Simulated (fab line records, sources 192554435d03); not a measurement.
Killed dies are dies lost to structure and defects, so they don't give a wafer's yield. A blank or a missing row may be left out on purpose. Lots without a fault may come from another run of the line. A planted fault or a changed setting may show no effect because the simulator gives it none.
fab line records | flow n5_finfet
record lots=3 wafers=9 last_day=18
route steps=1938 shown BEOL_M10@1500 BEOL_M11@1536 PASSIVATION@1936
lots that met no fault: from a run of the same line without faults
start_h: hours from the record's first day to the start of the lot's first wafer shown | wait_h: hours since the lot's step before | " the same as in the row above | L1.1+2: a row that stands for several wafers | - no value, or no start given | * or withheld: withheld | < > ~ a bound
route shown NAME@n: a module of which the file shows steps, and the number in the route of the first | usual: mean/standard deviation of fault-free wafers | same: alike in all rows | chamber/n: place in a boat | sites: the reading at each site | _std_site: their standard deviation | _edge_site: outer sites' mean less inner sites' | radius_mm: how far each site lies from the wafer's centre | mask NAME#n: copy n | behind: the tool/chamber that last shaped the wafer | hold: why the lot was held/for how many hours/how that ended | device: the transistor (n, p or np) that didn't switch | end of line: the same wafers' tests at the end of the route | a step without rows: its recipe alone | killed: dies lost to structure and defects at the first sort, not the wafer's yield | map: a wafer's dies, x killed, . not, _ none there
set.NAME: the setting as run; set.NAME@STEP: as run at that earlier step | model.NAME: the simulator's own value behind a step, which no gauge read
lots at some steps of the route; a table a step, a row a wafer
services: from which hour (start_h, from the record's first day; less than 0 if before it) a tool's chamber was out of use, for how many hours, and why
## steps
# step N5_BEOL_M10_PEB_26
# recipe peb_temp_c=withheld peb_time_s=60 resist=CAR-ArF
# step N5_BEOL_M10_DEVELOP_27
# recipe develop_time_s=30 developer=TMAH resist=CAR-ArF rinse_liquid=diw dry=air_spin dev_temp_c=23
# step N5_BEOL_M10_DESCUM_33
# recipe chemistry=O2 time_s=7.9 source_power_w=50 bias_power_w=20 pressure_mtorr=20 rf_frequency_hz=2.712e+07 temp_c=40 resist=CAR-ArF o2_flow_sccm=225
# step N5_BEOL_M10_ETCH_65
# recipe chemistry=CF4 target=SiARC target_depth_a=390 mask_material=CAR-ArF time_s=65 ion_energy_ev=80 pressure_mtorr=40 source_w=545 bias_w=36 Ar_flow_sccm=100 cf4_flow_sccm=100 ends=cleared
# step N5_BEOL_M10_ETCH_66
# recipe chemistry=N2/H2 target=SOC target_depth_a=1200 overetch_a=240 mask_material=SiARC temp_c=40 time_s=180 ion_energy_ev=200 pressure_mtorr=30 source_w=840 bias_w=150 n2_flow_sccm=200 h2_flow_sccm=200
# step N5_BEOL_M10_STRIP_69
# recipe chemistry=N2/H2 temp_c=40 n2_flow_sccm=200 h2_flow_sccm=200 rf_frequency_hz=6e+07
# step N5_BEOL_M10_VIA_ETCH_34
# recipe chemistry=C4F6/O2 target=SiCOH_lowk target_depth_a=1845 mask_material=SOC taper_deg=4 time_s=69.2 ion_energy_ev=250 pressure_mtorr=30 source_w=345 bias_w=185 Ar_flow_sccm=300 C4F6_flow_sccm=10 O2_flow_sccm=10
# step N5_BEOL_M10_STRIP_73
# recipe chemistry=C4F6/O2 resist=SiARC rf_frequency_hz=6e+07
# step N5_BEOL_M10_STRIP_36
# recipe chemistry=N2/H2 power_w=450 temp_c=40 pressure_mtorr=20 rf_frequency_hz=6e+07 overash_fraction=0.3 bias_power_w=7 h2_frac=0.5 n2_flow_sccm=200 h2_flow_sccm=200
# step N5_BEOL_M10_TRENCH_ETCH_37
# recipe chemistry=C4F6/O2 target_depth_a=1488.3 target=SiCOH_lowk time_s=48 ion_energy_ev=250 pressure_mtorr=30 source_w=345 bias_w=185 Ar_flow_sccm=300 C4F6_flow_sccm=10 O2_flow_sccm=10
# usual C4F6_flow_sccm=10.001/0.027 drypump_motor_current_A=5.8/0.43 oes_product_au=0.84/0.087 rf_vpp_V=674/23 showerhead_plenum_p_Torr=2.87/0.074 throttle_valve_pct=20.81/0.2
# same time_s=48
# columns lot.wafer tool chamber start_h wait_h C4F6_flow_sccm drypump_motor_current_A oes_product_au rf_hours_counter_h rf_vpp_V showerhead_plenum_p_Torr throttle_valve_pct
L642.2 rie_diel-05 0 284.13 - 10.001 5.4 0.84 50 678 2.78 20.89
L642.3 " 2 " " 9.978 5.7 0.73 162 690 2.93 20.86
L642.6 " 1 " " 9.981 6.1 0.83 - 664 2.89 20.65
L651.1 rie_diel-05 3 331.33 - 10.031 6.1 0.99 6 667 2.79 20.73
L651.4 " 0 " " 9.963 5.4 0.81 70 680 2.77 20.92
L651.5 " 1 " " 9.944 6.1 0.81 - 664 2.88 20.68
L657.2 rie_diel-05 0 364.67 - 10.059 5.4 0.79 81 678 2.77 20.94
L657.3 " 1 " " 10.014 6.1 0.79 104 664 2.87 20.69
L657.4 " 2 " " 9.987 5.7 0.72 193 687 2.92 20.93
# step N5_BEOL_M10_ETCH_41
# recipe chemistry=CH3F/O2 target=SiCN target_depth_a=426 taper_deg=2 time_s=86 ion_energy_ev=120 mask_material=TiN pressure_mtorr=30 source_w=395 bias_w=75 Ar_flow_sccm=150 CH3F_flow_sccm=30 O2_flow_sccm=20
# step N5_BEOL_M10_STRIP_77
# recipe chemistry=N2/H2 time_s=10 power_w=450 temp_c=40 pressure_mtorr=20 rf_frequency_hz=6e+07 bias_power_w=7 n2_flow_sccm=200 h2_flow_sccm=200
# step N5_BEOL_M10_HM_STRIP_39
# recipe chemistry=peroxide_tin_strip material=TiN target_depth_a=250 temp_c=50 time_s=158
# step N5_BEOL_M10_SRD_40
# recipe time_s=30 temp_c=23 rinse_liquid=diw dry=ipa_marangoni
# step N5_BEOL_M10_PRECLEAN_42
# recipe chemistry=residue_remover time_s=60 temp_c=40
# step N5_BEOL_M10_SRD_43
# recipe time_s=30 temp_c=23 rinse_liquid=diw dry=ipa_marangoni
# step N5_BEOL_M10_CURE_72
# recipe temp_c=370 time_s=120 ambient=DMADMS/He material=SiCOH_lowk
# step N5_BEOL_M10_DEGAS_44
# recipe ambient=vacuum temp_c=250 time_s=60
# step N5_BEOL_M10_PRE_CLEAN_45
# recipe gas=H2/He time_s=30 temp_c=250
# step N5_BEOL_M10_ALD_74
# recipe material=TaN target_thk_a=20 temp_c=275 ald_precursor_family=PDMAT ald_co_reactant=NH3 pressure_torr=3 carrier_flow_sccm=1500 pulse_time_s=2 purge_time_s=3 co_reactant_purge_time_s=2 co_reactant_pulse_time_s=3 ald_cycles=40 precursor_vessel_temp_c=75 precursor_vessel_pressure_torr=26.25 precursor_vessel_carrier_sccm=1000
# step N5_BEOL_M10_SURFACE_TREAT_76
# recipe gas=Ar time_s=* ion_energy_ev=* ion_current_ma_cm2=0.5 pressure_mtorr=* ar_flow_sccm=30
# step N5_BEOL_M10_CVD_75
# recipe material=Co target_thk_a=20 temp_c=withheld precursor=CCTBA/H2 pressure_torr=30 time_s=138.9
# step N5_BEOL_M10_SPUTTER_48
# recipe material=Cu target_thk_a=120 temp_c=-20 bias_v=60 power_w=26000 chamber_pressure_pa=0.13 time_s=2
# step N5_BEOL_M10_ECD_50
# recipe material=Cu target_thk_a=3180
# step N5_BEOL_M10_ANNEAL_51
# recipe temp_c=225 time_s=90 ambient=N2
# step N5_BEOL_M10_CMP_52
# recipe stop_on=SiCOH_lowk t_overpolish_s=7 down_force_psi=1 platen_rpm=50 clearing_platen_down_force_psi=1.5 clearing_platen_rpm=50 post_cmp_clean=cu_alkaline target_thk_nm=140 clearing_platen_pad_velocity_m_s=0.99484 pad_velocity_m_s=0.99484
# step N5_BEOL_M10_PRE_CLEAN_55
# recipe gas=NH3 time_s=15 temp_c=withheld rf_power_w=300
# step N5_BEOL_M10_DEP_56
# recipe material=SiCN target_thk_a=150 temp_c=withheld precursor=3MS/NH3 pressure_torr=3 rf_w=202 time_s=26.5
# step N5_BEOL_M11_ILD_DEP_00
# recipe material=SiCOH_lowk target_thk_a=3085.1 temp_c=300 precursor=DEMS/porogen pressure_torr=5 rf_w=500 time_s=58
# step N5_BEOL_M11_CURE_71
# recipe temp_c=385 time_s=240 ambient=He/Ar material=SiCOH_lowk
# step N5_BEOL_M11_PECVD_70
# recipe material=SiO2 target_thk_a=200 temp_c=400 precursor=TEOS/O2 pressure_torr=5.5 rf_w=450 teos_flow_sccm=53.8 gas=O2 flow_sccm=3000 time_s=22.7
# step N5_BEOL_M11_HM_DEP_02
# recipe material=TiN target_thk_a=200 temp_c=25 chamber_pressure_pa=0.49996
# step N5_BEOL_M11_COAT_59
# recipe resist=SOC temp_c=250 time_s=60 spin_rpm=1500 resist_thk_nm=100
# step N5_PASSIVATION_PROBE_49
# usual defect_limited_yield=91.1/1.3 killed_at_M0_to_M3=32/9.7 killed_at_M4_up=16/6 killed_at_contacts=12/5.9 killed_at_front_end=41/11 killed_at_other=4/3.1 killed_dies=104/16 killed_open=68/12 killed_short=34/7.4 sort_bin_5_function=5.1/0.85 sort_bin_6_memory=3.3/0.66 sort_bin_8_speed=0.1/0.53 sort_n_pass=1075/16 sort_yield_pct=91.1/1.4
# same gross_dies=1180 killed_at_back_side=0 sort_bin_4_leakage[%]=0
# columns lot.wafer tool chamber start_h wait_h defect_limited_yield[%] killed_at_M0_to_M3 killed_at_M4_up killed_at_contacts killed_at_front_end killed_at_other killed_dies killed_open killed_short sort_bin_5_function[%] sort_bin_6_memory[%] sort_bin_8_speed[%] sort_n_pass sort_yield_pct[%]
L642.2 prober-02 - 341.63 0.1 91.8 33 19 5 37 3 97 60 37 4.5 3.1 0 1083 91.8
L657.2 prober-01 - 425.34 0.1 81.3 21 92 15 91 2 221 83 33 10.3 5.4 0 959 81.3
L657.3 prober-01 - 425.39 0.1 82.3 27 118 13 46 5 209 64 38 11.1 4.4 0 971 82.3
L657.4 prober-01 - 425.44 0.2 80.3 28 136 5 60 3 232 89 29 12.7 4.4 0 948 80.3
# killed by level:class
L642.2 BEOL_M2:geometric_particle:open=10 BEOL_M4:geometric_particle:short=10 BEOL_M0_SAQP:geometric_particle:open=9 GATE_CUT:geometric_particle:open=8 DUMMY_GATE:geometric_particle:open=7 FIN_SAQP:geometric_particle:open=4 STARTING-WAFER:geometric_particle:open=4 STARTING-WAFER:geometric_particle:short=4
L657.2 BEOL_M10:unspecified=83 FIN_SAQP:geometric_particle:open=20 HKMG_FIN:area_etch=20 STI_FIN_REVEAL:geometric_particle:open=16 MOL_CONTACT_COAG:geometric_particle:open=11 FIN_SAQP:geometric_particle:short=6 BEOL_M0_SAQP:geometric_particle:open=6 BEOL_M0_SAQP:geometric_particle:short=6
L657.3 BEOL_M10:unspecified=106 FIN_SAQP:geometric_particle:short=14 MOL_CONTACT_COAG:geometric_particle:open=12 BEOL_M0_SAQP:geometric_particle:short=11 FIN_SAQP:geometric_particle:open=7 DUMMY_GATE:geometric_particle:open=7 BEOL_M4:geometric_particle:open=6 STI_FIN_REVEAL:geometric_particle:open=5
L657.4 BEOL_M10:unspecified=110 BEOL_M4:geometric_particle:open=16 FIN_SAQP:geometric_particle:open=15 STI_FIN_REVEAL:geometric_particle:open=12 DUMMY_GATE:geometric_particle:open=12 BEOL_M0_SAQP:geometric_particle:open=12 FIN_SAQP:geometric_particle:short=9 BEOL_M3:geometric_particle:open=6
# map L657.4 (x killed, . not)
_________________xx..........________________
______________...xx..x......x..._____________
___________.......x.....x....x.x...__________
__________x.....x.x..x.x............_________
________...........xx...............xx_______
_______......x.x..x....................______
______...x.............................._____
_____.....x...x..................xx......____
____....x....x...x.x...........x.........x___
___xx......x......x..x.......x.............__
___..x...........x........x..x.............__
__..........x..............x.....x.........x_
__......x..x..x.....................x......._
_...xx....x.....xx......x..............x.....
_x...........x.......x......x....x...........
_................x............x...xx.........
_.........x..x....x...........x..........x..x
_..........x........x...x...........x........
_......x................x......x......x......
_x..........x..........x.....xx..............
_...............x..x..........x.xxxxx.xx.....
__..x...x.....................xx.xxx.xx...xx_
__.....................x..xx.xxxxxxxxxxx...._
___.....x......x.....x.......xxxxxxxxxxxxx.__
___.........x...x..x.......x.xxxxxxxxxxxxx.__
____.x...........x..xx..x...x..xxxxxxxxxx.___
_____.............x...xx....xxxxxxxxxxxxx____
______...x..................xxxxxxxxxxxx_____
_______...x.x.....x..........xxxxxxxxxx______
________............x....x....xxxxxxx._______
__________x...x.................x.xx_________
___________..........x.............__________
______________.........x.....xx._____________
_________________.........xx.________________
# map L651.4 (x killed, . not)
_________________x...........________________
______________.x.....x.....x...._____________
___________............x.........x.__________
__________....x.......x.x..........._________
________.............x...........x...._______
_______....x.....x..............xx.....______
______............x..x...............x.._____
_____...xx............x.......x.....x.x..____
____.................................x...x___
___x..x.................x..xx..........x...__
___..............x.......x.........xx...x..__
__.......x..........xx...x............x.x..._
__...........x..................x.x.....x..._
_.................x...........x....x.....x...
_......x.......x.x.xx..........x.......xxx...
_.................x......x..xx......x..x.x...
_...x.x....x..x...x.x.....x............x.x...
_..xx......x........x..x..........x..x....xx.
_.......xx........x......................x...
_.............xx..................xx..x......
_................x..............x............
__.x..x..x..............x................x.._
__..........x.x..x.......x.....x.x....x....._
___...x..xx..x...........x.................__
___.......................x................__
____..xx..x........x...............x....x.___
_____.......x...x.....x.xx...x...........____
______.........x....x...x.xx......x....._____
_______.........x.x.........x........x.______
________...................x.........._______
__________..........x.......x.x....._________
___________............x.xx.x..x...__________
______________....x...x........._____________
_________________.....x....x.________________
## services
# columns tool chamber start_h hours kind
rie_diel-05 3 283.73 - clean
rie_diel-05 3 283.73 - consumable_replace:focus_ring
rie_diel-05 3 283.73 26.2 scheduled_down
rie_diel-05 3 283.73 26.2 vent_cycle
## key
first_sign step=N5_PASSIVATION_PROBE_49 reading=killed_at_M4_up direction=up sigmas=17 usual=16 struck=115
effect step=N5_PASSIVATION_PROBE_49 reading=defect_limited_yield direction=down sigmas=7.3 usual=91.1 struck=81.3
more_kills_born_at N5_BEOL_M10_TRENCH_ETCH_37@rie_diel-05=299
met_at N5_BEOL_M10_TRENCH_ETCH_37
struck_wafers L657.2,L657.3,L657.4
baseline_loss step=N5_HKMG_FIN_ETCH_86 wafers=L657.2
onset_between 331.33 364.67
also_fits time
fault kind=chamber_particle_source tool=rie_diel-05 chamber=- onset_h=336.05 steps=N5_BEOL_M10_TRENCH_ETCH_37 rate_per_visit_cm2=0.7112
# baseline_loss: these wafers lose ten dies or more at that step, a loss of the line's own and not of a fault; the sort's usual values leave them out
